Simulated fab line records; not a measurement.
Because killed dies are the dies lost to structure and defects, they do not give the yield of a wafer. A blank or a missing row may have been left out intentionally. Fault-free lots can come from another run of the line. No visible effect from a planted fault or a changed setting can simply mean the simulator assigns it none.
Matching of chambers | flow n5-finfet | N5_BEOL_M14_DESCUM_15 on rie-diel-04: 4 sister chambers
The step chemistry O2, time 7.9 s. 8 wafers are shown with their chamber, then 7 later ones without.

WAFERS WITH THEIR CHAMBER
wafer  | chamber | drypump-motor-current-A (A) | throttle-valve-pct (%)
L080.3 | 3       | 5.8                         | 20.33
L079.3 | 1       | 5.7                         | 20.17
L079.5 | 3       | 5.8                         | 20.33
L086.1 | 2       | 6.8                         | 20.44
L086.4 | 0       | 4.9                         | 20.58
L086.5 | 1       | 5.7                         | 20.19
L092.2 | 0       | 5.0                         | 20.62
L092.3 | 2       | 6.8                         | 20.46

WAFERS WITHOUT THEIR CHAMBER
wafer  | drypump-motor-current-A (A) | throttle-valve-pct (%)
L092.6 | 6.8                         | 20.45
L094.3 | 5.8                         | 20.00
L094.5 | 5.8                         | 19.99
L094.6 | 4.9                         | 20.64
L093.1 | 5.7                         | 19.74
L093.3 | 6.7                         | 20.44
L093.5 | 5.8                         | 20.01

THE CHAMBER EACH PASSED THROUGH
wafer  | from the rows above | in truth
L092.6 | 2                   | 2
L094.3 | 1                   | 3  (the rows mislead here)
L094.5 | 1                   | 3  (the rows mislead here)
L094.6 | 0                   | 0
L093.1 | 1                   | 1
L093.3 | 2                   | 2
L093.5 | 1                   | 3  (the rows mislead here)
Correct placement for 4 of the 7. Left unplaced by these rows: 0. Number placed wrongly: 3.
How it was worked out, from the rows above alone: a wafer's distance from a chamber is the root of the sum, over the readings, of the square of ((its reading less the chamber's mean) divided by the reading's scatter). The wafer belongs to the nearest chamber; if the next one is less than 2 further off, it can't be placed. For every chamber, the mean is computed from those of its wafers that are shown. The scatter: take each reading less its chamber's mean, square it, sum over the shown wafers, divide by the number of wafers less the number of chambers, and take the root.
